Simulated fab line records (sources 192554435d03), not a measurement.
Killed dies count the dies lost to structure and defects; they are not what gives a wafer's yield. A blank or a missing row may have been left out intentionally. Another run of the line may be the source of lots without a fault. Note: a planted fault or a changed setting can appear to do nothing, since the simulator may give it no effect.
What tool caused it? + flow n5_finfet + 24 lots with 72 wafers sampled at 6 steps, on a route of 1938 steps

WHAT EACH GAUGE READ, for each wafer
N5_MOL_CONTACT_COAG_CD_MEAS_137 targets a cd of 16 nm.
| lot  | measured     | on        | cd_nm (nm)     |
|------|--------------|-----------|----------------|
| L074 | day 5 07:55  | cd_sem-03 | 15.9 15.4 15.8 |
| L075 | day 5 08:40  | cd_sem-01 | 15.4 15.8 16.1 |
| L076 | day 5 16:03  | cd_sem-03 | 15.6 16.4 15.8 |
| L077 | day 5 19:38  | cd_sem-01 | 16.5 16.2 16.0 |
| L078 | day 6 04:43  | cd_sem-02 | 16.1 16.0 16.4 |
| L079 | day 6 12:58  | cd_sem-03 | 17.0 15.9 16.2 |
| L080 | day 6 13:17  | cd_sem-02 | 16.7 15.9 16.8 |
| L081 | day 6 22:31  | cd_sem-03 | 16.3 15.8 16.3 |
| L082 | day 7 02:40  | cd_sem-01 | 16.3 16.1 15.3 |
| L083 | day 7 07:02  | cd_sem-03 | 15.6 16.0 16.1 |
| L084 | day 7 13:19  | cd_sem-01 | 16.2 15.9 15.5 |
| L085 | day 7 22:49  | cd_sem-03 | 16.1 16.6 15.6 |
| L086 | day 8 02:25  | cd_sem-03 | 15.6 15.9 15.9 |
| L087 | day 8 08:43  | cd_sem-01 | 16.2 15.7 16.0 |
| L088 | day 8 17:00  | cd_sem-03 | 15.4 15.8 16.5 |
| L089 | day 8 23:02  | cd_sem-02 | 15.9 15.5 16.6 |
| L090 | day 9 02:40  | cd_sem-03 | 16.0 16.0 16.1 |
| L091 | day 9 05:51  | cd_sem-01 | 16.6 16.1 16.1 |
| L092 | day 9 13:11  | cd_sem-03 | 16.2 15.5 15.4 |
| L093 | day 9 19:00  | cd_sem-02 | 15.8 16.4 15.4 |
| L094 | day 10 06:20 | cd_sem-03 | 15.7 16.1 15.4 |
| L095 | day 10 06:58 | cd_sem-01 | 16.2 16.0 15.7 |
| L096 | day 10 15:56 | cd_sem-02 | 15.6 14.8 16.1 |
| L097 | day 11 00:03 | cd_sem-01 | 16.8 16.3 16.1 |

N5_BEOL_M0_SAQP_OVL_MEAS_15.
| lot  | measured     | on         | M0_CORE_OVL (nm) |
|------|--------------|------------|------------------|
| L074 | day 5 15:22  | overlay-01 | 0.6 0.2 0.2      |
| L075 | day 5 18:55  | overlay-02 | -0.6 -1.3 0.7    |
| L076 | day 6 00:05  | overlay-02 | 0.2 -0.1 0.5     |
| L077 | day 6 03:38  | overlay-02 | 0.1 0.6 -0.2     |
| L078 | day 6 11:21  | overlay-01 | 0.3 -0.7 0.6     |
| L079 | day 6 20:07  | overlay-01 | -0.3 -1.1 -0.5   |
| L080 | day 6 23:41  | overlay-01 | -0.2 0.0 0.3     |
| L081 | day 7 05:48  | overlay-01 | 0.3 -1.3 -0.5    |
| L082 | day 7 09:41  | overlay-02 | -0.3 0.0 -1.1    |
| L083 | day 7 14:23  | overlay-01 | -1.4 -2.0 -1.0   |
| L084 | day 7 21:25  | overlay-02 | 0.1 0.0 0.1      |
| L085 | day 8 06:17  | overlay-02 | -0.9 -0.4 0.4    |
| L086 | day 8 12:16  | overlay-02 | -0.5 -0.1 -0.3   |
| L087 | day 8 16:06  | overlay-02 | -0.2 0.3 -0.3    |
| L088 | day 9 01:13  | overlay-02 | 1.0 0.6 -0.4     |
| L089 | day 9 06:00  | overlay-01 | -1.0 -1.7 -1.1   |
| L090 | day 9 09:30  | overlay-02 | -0.4 -0.8 -0.8   |
| L091 | day 9 14:10  | overlay-02 | -0.8 0.3 -0.5    |
| L092 | day 9 20:04  | overlay-02 | -0.6 -0.5 -0.8   |
| L093 | day 10 02:19 | overlay-01 | 0.3 0.4 -0.3     |
| L094 | day 10 13:00 | overlay-02 | -1.1 -0.1 0.0    |
| L095 | day 10 16:25 | overlay-01 | -0.4 -0.7 -0.2   |
| L096 | day 10 22:59 | overlay-02 | -2.1 -1.6 -1.7   |
| L097 | day 11 06:37 | overlay-01 | -1.3 -1.0 -0.3   |

N5_BEOL_M0_SAQP_CD_MEAS_25 targets a cd of 13.1 nm.
| lot  | measured     | on        | cd_nm (nm)        |
|------|--------------|-----------|-------------------|
| L074 | day 5 17:38  | cd_sem-03 | 13.19 12.84 12.38 |
| L075 | day 5 20:43  | cd_sem-03 | 12.52 13.13 12.70 |
| L076 | day 6 01:43  | cd_sem-03 | 12.64 12.76 13.06 |
| L077 | day 6 06:30  | cd_sem-01 | 12.69 12.82 12.91 |
| L078 | day 6 13:02  | cd_sem-02 | 12.91 12.88 12.71 |
| L079 | day 6 21:53  | cd_sem-02 | 12.79 12.53 12.64 |
| L080 | day 7 01:19  | cd_sem-02 | 12.77 12.48 12.78 |
| L081 | day 7 07:25  | cd_sem-01 | 13.17 13.08 13.02 |
| L082 | day 7 11:25  | cd_sem-02 | 12.86 12.85 12.76 |
| L083 | day 7 16:01  | cd_sem-03 | 12.99 13.33 12.81 |
| L084 | day 7 23:30  | cd_sem-03 | 12.99 13.03 12.71 |
| L085 | day 8 08:23  | cd_sem-01 | 13.30 13.36 12.68 |
| L086 | day 8 15:27  | cd_sem-02 | 12.89 12.62 12.62 |
| L087 | day 8 17:46  | cd_sem-03 | 12.82 12.92 12.46 |
| L088 | day 9 02:58  | cd_sem-03 | 12.93 12.84 13.41 |
| L089 | day 9 07:37  | cd_sem-03 | 13.06 12.70 12.81 |
| L090 | day 9 11:43  | cd_sem-01 | 13.08 13.14 13.12 |
| L091 | day 9 15:48  | cd_sem-01 | 12.88 12.90 12.61 |
| L092 | day 9 21:53  | cd_sem-01 | 12.77 12.92 12.51 |
| L093 | day 10 04:13 | cd_sem-03 | 12.74 12.53 12.71 |
| L094 | day 10 14:43 | cd_sem-01 | 12.67 13.26 13.04 |
| L095 | day 10 18:37 | cd_sem-01 | 13.10 13.04 12.58 |
| L096 | day 11 00:36 | cd_sem-02 | 12.76 12.95 12.93 |
| L097 | day 11 08:17 | cd_sem-02 | 13.50 12.74 13.01 |

N5_BEOL_M0_SAQP_INSPECT_42: inspects for defects (brightfield).
| lot  | measured     | on                | raw_defect_count |
|------|--------------|-------------------|------------------|
| L074 | day 5 19:51  | defect_inspect-01 | 228 183 269      |
| L075 | day 5 23:10  | defect_inspect-01 | 268 215 153      |
| L076 | day 6 03:52  | defect_inspect-01 | 418 284 368      |
| L077 | day 6 09:03  | defect_inspect-02 | 419 268 236      |
| L078 | day 6 15:19  | defect_inspect-02 | 390 222 349      |
| L079 | day 7 00:11  | defect_inspect-02 | 472 274 431      |
| L080 | day 7 03:31  | defect_inspect-02 | 283 330 295      |
| L081 | day 7 09:50  | defect_inspect-01 | 283 194 294      |
| L082 | day 7 13:46  | defect_inspect-02 | 255 260 230      |
| L083 | day 7 18:12  | defect_inspect-02 | 230 252 298      |
| L084 | day 8 02:22  | defect_inspect-01 | 256 397 323      |
| L085 | day 8 10:47  | defect_inspect-02 | 203 287 306      |
| L086 | day 8 17:43  | defect_inspect-02 | 260 252 197      |
| L087 | day 8 21:23  | defect_inspect-01 | 238 230 335      |
| L088 | day 9 05:30  | defect_inspect-01 | 255 199 247      |
| L089 | day 9 09:47  | defect_inspect-01 | 331 218 196      |
| L090 | day 9 14:06  | defect_inspect-01 | 225 276 261      |
| L091 | day 9 18:13  | defect_inspect-02 | 171 179 190      |
| L092 | day 10 00:22 | defect_inspect-02 | 226 287 316      |
| L093 | day 10 07:00 | defect_inspect-02 | 238 226 186      |
| L094 | day 10 17:07 | defect_inspect-01 | 279 428 307      |
| L095 | day 10 20:46 | defect_inspect-02 | 269 275 212      |
| L096 | day 11 02:53 | defect_inspect-02 | 103 184 153      |
| L097 | day 11 10:27 | defect_inspect-02 | 358 413 303      |

WHAT TOOL EACH LOT RAN ON (gives the tool, then ch and the chambers of the sampled wafers, and finally the start)
| lot  | N5_MOL_CONTACT_COAG_ETCH_65        | N5_MOL_CONTACT_COAG_ETCH_66        |
|------|------------------------------------|------------------------------------|
| L074 | rie_diel-05 ch 0,1, day 5 08:59    | rie_diel-05 ch 0,1, day 5 09:01    |
| L075 | rie_diel-05 ch 0,1,2, day 5 09:41  | rie_diel-05 ch 0,1,2, day 5 09:43  |
| L076 | rie_diel-04 ch 0,1, day 5 16:39    | rie_diel-04 ch 0,1, day 5 16:40    |
| L077 | rie_diel-05 ch 0,1,3, day 5 20:07  | rie_diel-05 ch 0,1,3, day 5 20:08  |
| L078 | rie_diel-04 ch 0,1,3, day 6 05:11  | rie_diel-04 ch 0,1,3, day 6 05:13  |
| L079 | rie_diel-04 ch 0,1,2, day 6 13:41  | rie_diel-04 ch 0,1,2, day 6 13:42  |
| L080 | rie_diel-05 ch 1,2,3, day 6 14:33  | rie_diel-05 ch 1,2,3, day 6 14:34  |
| L081 | rie_diel-01 ch 0,1, day 6 23:08    | rie_diel-01 ch 0,1, day 6 23:10    |
| L082 | rie_diel-04 ch 0,2,3, day 7 03:16  | rie_diel-04 ch 0,2,3, day 7 03:17  |
| L083 | rie_diel-01 ch 0,1,3, day 7 07:38  | rie_diel-01 ch 0,1,3, day 7 07:40  |
| L084 | rie_diel-01 ch 2,3, day 7 14:13    | rie_diel-01 ch 2,3, day 7 14:14    |
| L085 | rie_diel-04 ch 1,2,3, day 7 23:33  | rie_diel-04 ch 1,2,3, day 7 23:34  |
| L086 | rie_diel-05 ch 0,1,3, day 8 03:01  | rie_diel-05 ch 0,1,3, day 8 03:02  |
| L087 | rie_diel-04 ch 0,1,3, day 8 09:12  | rie_diel-04 ch 0,1,3, day 8 09:13  |
| L088 | rie_diel-04 ch 0,1,2, day 8 17:29  | rie_diel-04 ch 0,1,2, day 8 17:30  |
| L089 | rie_diel-05 ch 0,1,2, day 8 23:38  | rie_diel-05 ch 0,1,2, day 8 23:39  |
| L090 | rie_diel-05 ch 1,3, day 9 03:16    | rie_diel-05 ch 1,3, day 9 03:17    |
| L091 | rie_diel-04 ch 0,1,2, day 9 06:26  | rie_diel-04 ch 0,1,2, day 9 06:28  |
| L092 | rie_diel-05 ch 0,1,2, day 9 13:47  | rie_diel-05 ch 0,1,2, day 9 13:48  |
| L093 | rie_diel-01 ch 0,1,2, day 9 19:35  | rie_diel-01 ch 0,1,2, day 9 19:37  |
| L094 | rie_diel-05 ch 0,1,3, day 10 06:50 | rie_diel-05 ch 0,1,3, day 10 06:52 |
| L095 | rie_diel-01 ch 2,3, day 10 07:27   | rie_diel-01 ch 2,3, day 10 07:28   |
| L096 | rie_diel-01 ch 0,3, day 10 16:25   | rie_diel-01 ch 0,3, day 10 16:26   |
| L097 | rie_diel-05 ch 0,2, day 11 00:39   | rie_diel-05 ch 0,2, day 11 00:40   |
- N5_MOL_CONTACT_COAG_ETCH_65: etches underlayer in N2/H2, target depth 13 nm, time 10.4 s.
- N5_MOL_CONTACT_COAG_ETCH_66: etches SiARC in CF4, target depth 13 nm, time 21.7 s.

AS READ BY THE TOOLS THEMSELVES (means over the sampled wafers that have a number; for cases with no such wafer, the mark the record gives instead)
N5_MOL_CONTACT_COAG_ETCH_65.
| lot  | tool        | drypump_motor_current_A (A) | etch_rf_on_time_s (s) | n2_flow_sccm (sccm) | oes_product_au (a.u.) | rf_vpp_V (V) | showerhead_plenum_p_Torr (Torr) | throttle_valve_pct (%) |
|------|-------------|-----------------------------|-----------------------|---------------------|-----------------------|--------------|---------------------------------|------------------------|
| L074 | rie_diel-05 | 5.3                         | 10.3                  | 200.3               | 0.77                  | 522.3        | 2.47                            | 17.6                   |
| L075 | rie_diel-05 | 5.9                         | 10.7                  | 200.0               | 0.72                  | 522.6        | 2.50                            | 17.9                   |
| L076 | rie_diel-04 | 5.6                         | 10.4                  | 199.7               | 0.73                  | 523.8        | 2.57                            | 17.9                   |
| L077 | rie_diel-05 | 5.3                         | 10.4                  | 200.2               | 0.79                  | 522.4        | 2.48                            | 17.6                   |
| L078 | rie_diel-04 | 5.8                         | 10.4                  | 199.6               | 0.76                  | 523.4        | 2.52                            | 17.7                   |
| L079 | rie_diel-04 | 5.6                         | 10.5                  | 200.1               | 0.75                  | 522.9        | 2.54                            | 17.8                   |
| L080 | rie_diel-05 | 5.8                         | 10.7                  | 199.2               | 0.73                  | 523.6        | 2.50                            | 18.0                   |
| L081 | rie_diel-01 | 6.1                         | 10.4                  | 200.2               | 0.65                  | 523.5        | 2.56                            | 18.2                   |
| L082 | rie_diel-04 | 5.7                         | 10.3                  | 199.9               | 0.77                  | 521.7        | 2.49                            | 17.7                   |
| L083 | rie_diel-01 | 6.0                         | 10.4                  | 200.1               | 0.66                  | 524.0        | 2.55                            | 18.2                   |
| L084 | rie_diel-01 | 5.5                         | 10.3                  | 199.5               | 0.67                  | 526.9        | 2.63                            | 18.0                   |
| L085 | rie_diel-04 | 5.6                         | 10.3                  | 200.6               | 0.79                  | 522.5        | 2.53                            | 17.7                   |
| L086 | rie_diel-05 | 5.3                         | 10.3                  | 199.7               | 0.76                  | 522.2        | 2.47                            | 17.7                   |
| L087 | rie_diel-04 | 5.8                         | 10.5                  | 200.1               | 0.73                  | 522.6        | 2.51                            | 17.8                   |
| L088 | rie_diel-04 | 5.6                         | 10.6                  | 199.5               | 0.72                  | 522.4        | 2.53                            | 17.9                   |
| L089 | rie_diel-05 | 5.8                         | 10.6                  | 200.3               | 0.68                  | 522.8        | 2.49                            | 18.0                   |
| L090 | rie_diel-05 | 5.3                         | 10.4                  | 200.0               | 0.76                  | 522.6        | 2.47                            | 17.7                   |
| L091 | rie_diel-04 | 5.6                         | 10.6                  | 200.1               | 0.71                  | 522.9        | 2.53                            | 17.9                   |
| L092 | rie_diel-05 | 5.9                         | 10.4                  | 200.7               | 0.68                  | 522.8        | 2.48                            | 18.0                   |
| L093 | rie_diel-01 | 5.8                         | 10.4                  | 199.5               | 0.63                  | 524.9        | 2.58                            | 18.3                   |
| L094 | rie_diel-05 | 5.3                         | 10.4                  | 200.6               | 0.73                  | 522.3        | 2.46                            | 17.7                   |
| L095 | rie_diel-01 | 5.8                         | 10.4                  | 199.8               | 0.66                  | 525.2        | 2.58                            | 17.9                   |
| L096 | rie_diel-01 | 6.2                         | 10.4                  | 199.9               | 0.66                  | 523.7        | 2.56                            | 18.0                   |
| L097 | rie_diel-05 | 6.2                         | 10.7                  | 199.7               | 0.63                  | 522.0        | 2.51                            | 18.3                   |

N5_MOL_CONTACT_COAG_ETCH_66.
| lot  | tool        | drypump_motor_current_A (A) | etch_rf_on_time_s (s) | mfc_ar_sccm (sccm) | oes_product_au (a.u.) | rf_vpp_V (V) | showerhead_plenum_p_Torr (Torr) | throttle_valve_pct (%) |
|------|-------------|-----------------------------|-----------------------|--------------------|-----------------------|--------------|---------------------------------|------------------------|
| L074 | rie_diel-05 | 5.3                         | 21.6                  | 100.1              | 0.77                  | 184.3        | 2.10                            | 15.43                  |
| L075 | rie_diel-05 | 5.9                         | 22.4                  | 100.1              | 0.71                  | 183.4        | 2.11                            | 15.62                  |
| L076 | rie_diel-04 | 5.6                         | 21.8                  | 99.5               | 0.73                  | 184.9        | 2.14                            | 15.53                  |
| L077 | rie_diel-05 | 5.3                         | 21.7                  | 99.7               | 0.80                  | 182.9        | 2.11                            | 15.46                  |
| L078 | rie_diel-04 | 5.8                         | 21.8                  | 100.3              | 0.75                  | 184.0        | 2.12                            | 15.44                  |
| L079 | rie_diel-04 | 5.6                         | 21.8                  | 99.8               | 0.74                  | 183.2        | 2.11                            | 15.45                  |
| L080 | rie_diel-05 | 5.8                         | 22.5                  | 99.7               | 0.72                  | 183.9        | 2.11                            | 15.66                  |
| L081 | rie_diel-01 | 6.1                         | 21.7                  | 99.9               | 0.65                  | 183.9        | 2.15                            | 15.86                  |
| L082 | rie_diel-04 | 5.8                         | 21.7                  | 99.8               | 0.77                  | 183.1        | 2.09                            | 15.36                  |
| L083 | rie_diel-01 | 6.0                         | 21.9                  | 100.1              | 0.65                  | 183.7        | 2.15                            | 15.87                  |
| L084 | rie_diel-01 | 5.5                         | 21.4                  | 100.4              | 0.67                  | 185.1        | 2.22                            | 15.72                  |
| L085 | rie_diel-04 | 5.6                         | 21.3                  | 100.3              | 0.79                  | 184.1        | 2.13                            | 15.38                  |
| L086 | rie_diel-05 | 5.3                         | 21.3                  | 99.9               | 0.76                  | 184.3        | 2.10                            | 15.50                  |
| L087 | rie_diel-04 | 5.8                         | 21.5                  | 99.8               | 0.74                  | 183.3        | 2.12                            | 15.48                  |
| L088 | rie_diel-04 | 5.6                         | 21.6                  | 100.2              | 0.72                  | 184.4        | 2.11                            | 15.46                  |
| L089 | rie_diel-05 | 5.9                         | 22.1                  | 99.9               | 0.69                  | 184.3        | 2.10                            | 15.68                  |
| L090 | rie_diel-05 | 5.2                         | 21.9                  | 100.0              | 0.76                  | 182.9        | 2.11                            | 15.53                  |
| L091 | rie_diel-04 | 5.6                         | 21.6                  | 100.1              | 0.72                  | 184.2        | 2.11                            | 15.47                  |
| L092 | rie_diel-05 | 5.9                         | 22.2                  | 99.9               | 0.68                  | 183.6        | 2.10                            | 15.69                  |
| L093 | rie_diel-01 | 5.8                         | 21.8                  | 99.9               | 0.63                  | 183.7        | 2.16                            | 15.89                  |
| L094 | rie_diel-05 | 5.3                         | 21.7                  | 99.7               | 0.73                  | 182.8        | 2.10                            | 15.53                  |
| L095 | rie_diel-01 | 5.8                         | 21.6                  | 100.4              | 0.66                  | 184.2        | 2.19                            | 15.78                  |
| L096 | rie_diel-01 | 6.2                         | 21.7                  | 99.8               | 0.66                  | 184.3        | 2.17                            | 15.81                  |
| L097 | rie_diel-05 | 6.2                         | 22.5                  | 100.1              | 0.62                  | 184.2        | 2.11                            | 15.89                  |

THE ANSWER, worked out from the rows above alone
Rule: what is usual is taken from the lots themselves. Put in order of their means at a reading, lots are off if they are a third of the lots or fewer, leave a main group of 4 or more, and stand apart from it by a gap of 3 or more times the standard deviation of the main group's means; of several such gaps the widest counts. If all means in a main group match to the digits the tables above print for the reading, that group is not used. A lot without any number at a reading at which 4 lots or more have one is off too. The other lots that the step has rows for count as sound. First the gauges in route order, then the tools' own readings, where a lot's mean is used as printed above. The first step at which some lot is off is used, and at that step the reading that is off furthest; a lot without a number counts as furthest.
Across all readings shown, no lot is off: no conclusion can be drawn from this.

WHAT HAD BEEN PUT IN BY THE SIMULATOR
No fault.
